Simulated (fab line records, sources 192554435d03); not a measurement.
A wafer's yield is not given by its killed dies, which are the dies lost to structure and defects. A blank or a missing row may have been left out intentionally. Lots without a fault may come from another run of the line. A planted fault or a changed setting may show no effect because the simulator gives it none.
Which tool was responsible? ; flow n5_finfet ; 72 wafers from 24 lots sampled at 6 of the route's 1938 steps

== WHAT THE GAUGES SHOWED, per wafer ==
N5_MOL_CONTACT_COAG_CD_MEAS_08: target cd 28 nm. Usual: 27.99 nm for cd_nm, sd 0.27.
lot;measured;on;cd_nm (nm);flag
L075;day 4 22:36;cd_sem-02;27.91 28.54 28.47;
L074;day 5 03:37;cd_sem-03;27.84 27.67 27.89;
L076;day 5 10:08;cd_sem-01;27.93 27.98 27.69;
L077;day 5 17:17;cd_sem-03;27.84 27.76 28.21;
L078;day 5 19:08;cd_sem-03;28.03 27.99 28.14;
L079;day 6 01:46;cd_sem-02;28.30 28.07 27.77;
L080;day 6 07:06;cd_sem-03;28.43 28.11 27.94;
L081;day 6 11:34;cd_sem-03;27.57 27.70 27.79;
L082;day 6 17:42;cd_sem-02;27.89 27.73 27.53;
L083;day 7 07:09;cd_sem-01;28.46 28.07 28.48;
L084;day 7 11:26;cd_sem-01;28.19 28.17 28.00;
L085;day 7 21:58;cd_sem-01;28.07 27.99 27.79;
L086;day 8 01:18;cd_sem-03;27.66 27.84 27.72;
L087;day 8 03:25;cd_sem-03;27.82 28.04 27.50;
L088;day 8 08:23;cd_sem-02;27.70 27.89 27.60;
L089;day 8 13:52;cd_sem-02;27.72 27.44 28.35;
L090;day 8 21:13;cd_sem-03;28.32 28.22 28.49;
L091;day 8 23:04;cd_sem-02;28.52 28.52 28.39;
L092;day 9 11:50;cd_sem-02;27.82 27.90 28.05;
L093;day 9 14:09;cd_sem-01;28.39 28.11 27.77;
L094;day 9 21:08;cd_sem-01;27.90 28.35 28.00;
L095;day 10 00:12;cd_sem-01;27.82 28.01 27.67;
L096;day 10 08:40;cd_sem-03;28.25 27.83 27.92;
L097;day 10 13:14;cd_sem-01;28.37 28.37 28.37;

N5_MOL_CONTACT_COAG_INSPECT_42: inspects for defects (brightfield). Usual: 212 for raw_defect_count, sd 56.
lot;measured;on;raw_defect_count;flag
L075;day 5 14:58;defect_inspect-02;244 216 314;
L074;day 5 18:40;defect_inspect-02;223 144 248;
L076;day 5 22:29;defect_inspect-01;150 218 202;
L077;day 6 07:16;defect_inspect-01;203 130 189;
L078;day 6 08:09;defect_inspect-02;276 186 189;
L079;day 6 15:09;defect_inspect-01;166 119 186;
L080;day 6 18:30;defect_inspect-01;322 316 303;
L081;day 6 22:20;defect_inspect-01;185 226 207;
L082;day 7 06:22;defect_inspect-02;214 163 254;
L083;day 7 19:19;defect_inspect-01;174 232 226;
L084;day 7 23:19;defect_inspect-02;224 191 274;
L085;day 8 12:05;defect_inspect-01;149 175 107;
L086;day 8 18:42;defect_inspect-01;158 205 110;
L087;day 8 18:50;defect_inspect-01;341 317 263;
L088;day 8 20:56;defect_inspect-02;144 150 206;
L089;day 9 03:10;defect_inspect-01;137 253 169;
L090;day 9 09:57;defect_inspect-01;251 227 211;
L091;day 9 10:02;defect_inspect-02;168 256 243;
L092;day 10 00:06;defect_inspect-02;251 221 165;
L093;day 10 02:44;defect_inspect-02;200 192 251;
L094;day 10 07:36;defect_inspect-02;158 244 204;
L095;day 10 11:05;defect_inspect-02;228 210 171;
L096;day 10 20:25;defect_inspect-01;215 131 211;
L097;day 10 23:49;defect_inspect-02;245 267 205;

== WHAT TOOL EACH LOT RAN ON (gives the tool, then ch and the chambers of the sampled wafers, and finally the start) ==
lot;N5_MOL_CONTACT_COAG_TI_SIL_19;N5_MOL_CONTACT_COAG_CMP_28;N5_MOL_CONTACT_COAG_DESCUM_88;N5_MOL_CONTACT_COAG_ETCH_89
L075;pvd_sputter-01, day 4 23:42;cmp-04 ch 0,1, day 5 10:14;rie_diel-05 ch 2,3, day 5 13:40;rie_diel-05 ch 2,3, day 5 13:41
L074;pvd_sputter-02, day 5 06:53;cmp-01 ch 1,2, day 5 14:45;rie_diel-01 ch 0,1,3, day 5 16:47;rie_diel-01 ch 0,1,3, day 5 16:49
L076;pvd_sputter-03, day 5 12:09;cmp-01 ch 0,2,3, day 5 19:49;rie_diel-03 ch 0,1, day 5 21:02;rie_diel-03 ch 0,1, day 5 21:04
L077;pvd_sputter-03, day 5 20:13;cmp-02 ch 1,2,3, day 6 03:54;rie_diel-03 ch 0,1,3, day 6 05:40;rie_diel-03 ch 0,1,3, day 6 05:43
L078;pvd_sputter-03, day 5 20:19;cmp-01 ch 0,2,3, day 6 04:52;rie_diel-01 ch 0,2, day 6 06:43;rie_diel-01 ch 0,2, day 6 06:45
L079;pvd_sputter-01, day 6 02:49;cmp-01 ch 0,1,2, day 6 11:18;rie_diel-05 ch 1,2,3, day 6 13:38;rie_diel-05 ch 1,2,3, day 6 13:40
L080;pvd_sputter-02, day 6 08:12;cmp-02 ch 1,2, day 6 15:16;rie_diel-05 ch 0,1,2, day 6 17:09;rie_diel-05 ch 0,1,2, day 6 17:11
L081;pvd_sputter-02, day 6 12:37;cmp-01 ch 0,2,3, day 6 19:16;rie_diel-05 ch 1,2,3, day 6 20:59;rie_diel-05 ch 1,2,3, day 6 21:01
L082;pvd_sputter-01, day 6 18:53;cmp-02 ch 0,3, day 7 03:06;rie_diel-05 ch 0,2, day 7 05:00;rie_diel-05 ch 0,2, day 7 05:02
L083;pvd_sputter-02, day 7 08:16;cmp-02 ch 1,2,3, day 7 16:40;rie_diel-01 ch 0,1, day 7 17:58;rie_diel-01 ch 0,1, day 7 18:00
L084;pvd_sputter-01, day 7 13:41;cmp-01 ch 0,2, day 7 20:19;rie_diel-01 ch 0,1,3, day 7 21:56;rie_diel-01 ch 0,1,3, day 7 21:58
L085;pvd_sputter-02, day 7 23:56;cmp-04 ch 1,2, day 8 09:05;rie_diel-05 ch 0,2,3, day 8 10:30;rie_diel-05 ch 0,2,3, day 8 10:32
L086;pvd_sputter-02, day 8 02:16;cmp-04 ch 0,3, day 8 11:35;rie_diel-01 ch 0,2,3, day 8 16:05;rie_diel-01 ch 0,2,3, day 8 16:08
L087;pvd_sputter-02, day 8 04:23;cmp-02 ch 1,3, day 8 14:35;rie_diel-03 ch 0,2,3, day 8 16:39;rie_diel-03 ch 0,2,3, day 8 16:41
L088;pvd_sputter-02, day 8 10:19;cmp-02 ch 0,2,3, day 8 17:38;rie_diel-01 ch 1,2,3, day 8 19:23;rie_diel-01 ch 1,2,3, day 8 19:26
L089;pvd_sputter-01, day 8 18:13;cmp-01 ch 0,1,3, day 9 00:24;rie_diel-05 ch 0,1,2, day 9 01:52;rie_diel-05 ch 0,1,2, day 9 01:53
L090;pvd_sputter-02, day 8 22:13;cmp-04 ch 1,2,3, day 9 06:28;rie_diel-03 ch 0,1,2, day 9 08:31;rie_diel-03 ch 0,1,2, day 9 08:34
L091;pvd_sputter-01, day 9 00:11;cmp-01 ch 0,1, day 9 07:29;rie_diel-03 ch 0,1, day 9 08:49;rie_diel-03 ch 0,1, day 9 08:51
L092;pvd_sputter-01, day 9 13:29;cmp-01 ch 1,2, day 9 21:29;rie_diel-01 ch 2,3, day 9 22:46;rie_diel-01 ch 2,3, day 9 22:48
L093;pvd_sputter-02, day 9 15:34;cmp-01 ch 0,1, day 9 22:43;rie_diel-01 ch 1,2, day 10 00:40;rie_diel-01 ch 1,2, day 10 00:42
L094;pvd_sputter-02, day 9 23:13;cmp-01 ch 0,1,3, day 10 04:47;rie_diel-05 ch 1,2, day 10 06:13;rie_diel-05 ch 1,2, day 10 06:16
L095;pvd_sputter-03, day 10 01:10;cmp-02 ch 0,2,3, day 10 08:21;rie_diel-05 ch 0,2, day 10 09:43;rie_diel-05 ch 0,2, day 10 09:45
L096;pvd_sputter-03, day 10 10:14;cmp-04 ch 0,3, day 10 16:44;rie_diel-05 ch 0,2, day 10 18:52;rie_diel-05 ch 0,2, day 10 18:55
L097;pvd_sputter-01, day 10 14:47;cmp-04 ch 0,3, day 10 20:55;rie_diel-01 ch 1,2, day 10 22:21;rie_diel-01 ch 1,2, day 10 22:23
- N5_MOL_CONTACT_COAG_TI_SIL_19: material Ti, target thk 4.2 nm, time 15 s.
- N5_MOL_CONTACT_COAG_CMP_28: polishes, stops on SiNx, t overpolish 0.85 s, target thk 14.522 nm.
- N5_MOL_CONTACT_COAG_DESCUM_88: chemistry O2, time 7 s.
- N5_MOL_CONTACT_COAG_ETCH_89: etches underlayer in N2/H2, target depth 13 nm, time 10.4 s.

== AS READ BY THE TOOLS THEMSELVES (means over the sampled wafers that have a number; for cases with no such wafer, the mark the record gives instead) ==
N5_MOL_CONTACT_COAG_TI_SIL_19. Usual: substrate_temp_c 199.98 C, standard deviation 0.17; throttle_valve_pct 30.2 %, standard deviation 1.
lot;tool;substrate_temp_c (C);throttle_valve_pct (%);flag
L075;pvd_sputter-01;200.19;28.8;
L074;pvd_sputter-02;200.10;31.2;
L076;pvd_sputter-03;200.09;31.6;
L077;pvd_sputter-03;199.89;29.6;
L078;pvd_sputter-03;200.02;29.8;
L079;pvd_sputter-01;199.95;29.1;
L080;pvd_sputter-02;200.14;30.5;
L081;pvd_sputter-02;200.01;30.5;
L082;pvd_sputter-01;199.87;29.8;
L083;pvd_sputter-02;199.98;31.1;
L084;pvd_sputter-01;200.07;29.3;
L085;pvd_sputter-02;199.95;30.5;
L086;pvd_sputter-02;200.02;31.2;
L087;pvd_sputter-02;200.06;30.4;
L088;pvd_sputter-02;200.07;30.3;
L089;pvd_sputter-01;200.03;29.1;
L090;pvd_sputter-02;199.96;30.5;
L091;pvd_sputter-01;199.89;30.5;
L092;pvd_sputter-01;199.96;29.2;
L093;pvd_sputter-02;199.83;30.1;
L094;pvd_sputter-02;200.08;31.1;
L095;pvd_sputter-03;200.00;30.6;
L096;pvd_sputter-03;199.96;30.6;
L097;pvd_sputter-01;200.04;29.8;

N5_MOL_CONTACT_COAG_CMP_28. Usual: motor_current_A 12.4 A, standard deviation 0.96; time_to_endpoint_s 4.9 s, standard deviation 2.1.
lot;tool;motor_current_A (A);time_to_endpoint_s (s);flag
L075;cmp-04;11.1;3.0;
L074;cmp-01;12.4;7.6;
L076;cmp-01;12.9;6.5;
L077;cmp-02;11.8;4.1;
L078;cmp-01;13.2;8.5;
L079;cmp-01;12.7;7.7;
L080;cmp-02;11.9;0.7;
L081;cmp-01;13.0;7.0;
L082;cmp-02;12.0;0.8;
L083;cmp-02;12.4;5.6;
L084;cmp-01;13.3;4.6;
L085;cmp-04;10.9;7.1;
L086;cmp-04;11.8;3.8;
L087;cmp-02;11.9;4.7;
L088;cmp-02;12.5;3.6;
L089;cmp-01;13.1;3.6;
L090;cmp-04;11.6;5.5;
L091;cmp-01;12.4;6.9;
L092;cmp-01;13.0;3.8;
L093;cmp-01;12.4;4.0;
L094;cmp-01;13.0;5.0;
L095;cmp-02;12.5;3.7;
L096;cmp-04;12.2;6.0;
L097;cmp-04;13.0;4.3;

N5_MOL_CONTACT_COAG_DESCUM_88. Usual: chamber_pressure_mTorr 20.001 mTorr, standard deviation 0.017; drypump_motor_current_A 5.8 A, standard deviation 0.48; oes_product_au 0.77 a.u., standard deviation 0.085; rf_vpp_V 244.3 V, standard deviation 1; showerhead_plenum_p_Torr 2.15 Torr, standard deviation 0.039; throttle_valve_pct 20.35 %, standard deviation 0.21.
lot;tool;chamber_pressure_mTorr (mTorr);drypump_motor_current_A (A);oes_product_au (a.u.);rf_vpp_V (V);showerhead_plenum_p_Torr (Torr);throttle_valve_pct (%);flag
L075;rie_diel-05;20.005;5.9;0.69;243.7;2.12;20.59;
L074;rie_diel-01;19.997;6.1;0.77;244.9;2.18;20.30;
L076;rie_diel-03;20.001;5.5;0.92;243.7;2.17;20.37;
L077;rie_diel-03;19.998;5.5;0.85;245.5;2.18;20.36;
L078;rie_diel-01;20.009;5.6;0.71;243.9;2.17;20.77;
L079;rie_diel-05;19.986;5.6;0.72;243.8;2.10;20.46;
L080;rie_diel-05;20.000;5.8;0.73;244.4;2.13;20.23;
L081;rie_diel-05;19.992;5.6;0.72;243.4;2.10;20.46;
L082;rie_diel-05;20.008;6.2;0.70;243.8;2.14;20.26;
L083;rie_diel-01;19.991;6.1;0.75;245.1;2.19;20.33;
L084;rie_diel-01;20.010;6.1;0.76;244.9;2.17;20.32;
L085;rie_diel-05;20.005;6.0;0.69;243.5;2.11;20.51;
L086;rie_diel-01;19.992;5.9;0.81;244.2;2.15;20.40;
L087;rie_diel-03;20.006;5.4;0.76;244.7;2.18;20.34;
L088;rie_diel-01;19.997;5.7;0.82;243.6;2.16;20.40;
L089;rie_diel-05;19.993;5.8;0.71;243.3;2.12;20.26;
L090;rie_diel-03;20.020;5.5;0.81;244.5;2.17;20.36;
L091;rie_diel-03;19.995;5.5;0.87;244.8;2.17;20.43;
L092;rie_diel-01;20.012;6.0;0.79;244.2;2.14;20.39;
L093;rie_diel-01;20.003;5.5;0.82;244.5;2.18;20.45;
L094;rie_diel-05;19.997;5.7;0.88;244.4;2.12;20.17;
L095;rie_diel-05;20.003;6.1;0.86;244.3;2.13;20.18;
L096;rie_diel-05;20.001;6.1;0.85;245.0;2.13;20.18;
L097;rie_diel-01;19.994;5.5;0.81;244.2;2.18;20.46;

N5_MOL_CONTACT_COAG_ETCH_89. Usual: value, then standard deviation, for each; chamber_pressure_mTorr 30.003 mTorr / 0.029; drypump_motor_current_A 5.8 A / 0.49; etch_rf_on_time_s 10.46 s / 0.18; oes_product_au 0.65 a.u. / 0.069; rf_vpp_V 525.8 V / 1.6; showerhead_plenum_p_Torr 2.61 Torr / 0.051; throttle_valve_pct 17.80 % / 0.23.
lot;tool;chamber_pressure_mTorr (mTorr);drypump_motor_current_A (A);etch_rf_on_time_s (s);oes_product_au (a.u.);rf_vpp_V (V);showerhead_plenum_p_Torr (Torr);throttle_valve_pct (%);flag
L075;rie_diel-05;29.984;5.9;10.64;0.60;524.1;2.59;18.19;
L074;rie_diel-01;30.009;6.1;10.37;0.66;526.3;2.65;17.74;
L076;rie_diel-03;30.036;5.5;10.46;0.77;527.3;2.63;17.64;
L077;rie_diel-03;29.987;5.5;10.58;0.71;526.8;2.65;17.76;
L078;rie_diel-01;30.001;5.6;10.77;0.60;526.0;2.61;18.06;
L079;rie_diel-05;29.998;5.6;10.37;0.62;524.3;2.56;18.00;
L080;rie_diel-05;29.997;5.8;10.40;0.63;525.0;2.60;17.75;
L081;rie_diel-05;30.004;5.6;10.55;0.61;524.1;2.56;18.00;
L082;rie_diel-05;29.996;6.3;10.64;0.61;525.4;2.63;17.82;
L083;rie_diel-01;30.034;6.1;10.30;0.65;527.6;2.65;17.75;
L084;rie_diel-01;30.028;6.1;10.30;0.65;527.6;2.65;17.78;
L085;rie_diel-05;29.982;6.1;10.59;0.59;524.3;2.58;18.08;
L086;rie_diel-01;29.957;6.0;10.41;0.68;527.0;2.61;17.74;
L087;rie_diel-03;30.024;5.5;10.54;0.64;527.1;2.66;17.83;
L088;rie_diel-01;30.012;5.7;10.40;0.70;527.1;2.63;17.81;
L089;rie_diel-05;30.000;5.8;10.47;0.62;525.6;2.59;17.78;
L090;rie_diel-03;30.001;5.5;10.65;0.68;525.4;2.63;17.74;
L091;rie_diel-03;29.994;5.5;10.64;0.73;526.4;2.61;17.70;
L092;rie_diel-01;29.989;5.9;10.32;0.67;525.4;2.60;17.77;
L093;rie_diel-01;29.982;5.5;10.52;0.70;526.8;2.66;17.89;
L094;rie_diel-05;29.975;5.7;10.30;0.76;525.1;2.58;17.66;
L095;rie_diel-05;30.017;6.1;10.38;0.74;526.4;2.61;17.73;
L096;rie_diel-05;29.998;6.1;10.27;0.74;526.1;2.61;17.73;
L097;rie_diel-01;30.007;5.5;10.53;0.68;526.2;2.65;17.90;

== THE ANSWER, worked out from the rows above alone ==
Rule: take the mean of a lot's wafers that have a number; if it is more than 3 standard deviations from the usual mean, the lot is off. A lot without any number at a reading at which 4 lots or more have one is off too. Where the step has rows for the other lots, those lots are counted as sound. First the gauges in route order, then the tools' own readings, where a lot's mean is used as printed above. At the first step where some lot is off, the reading lying furthest off is the one used; lots without a number count as furthest.
Across all readings shown, no lot is off: no conclusion can be drawn from this.

== WHAT THE SIMULATOR PUT IN ==
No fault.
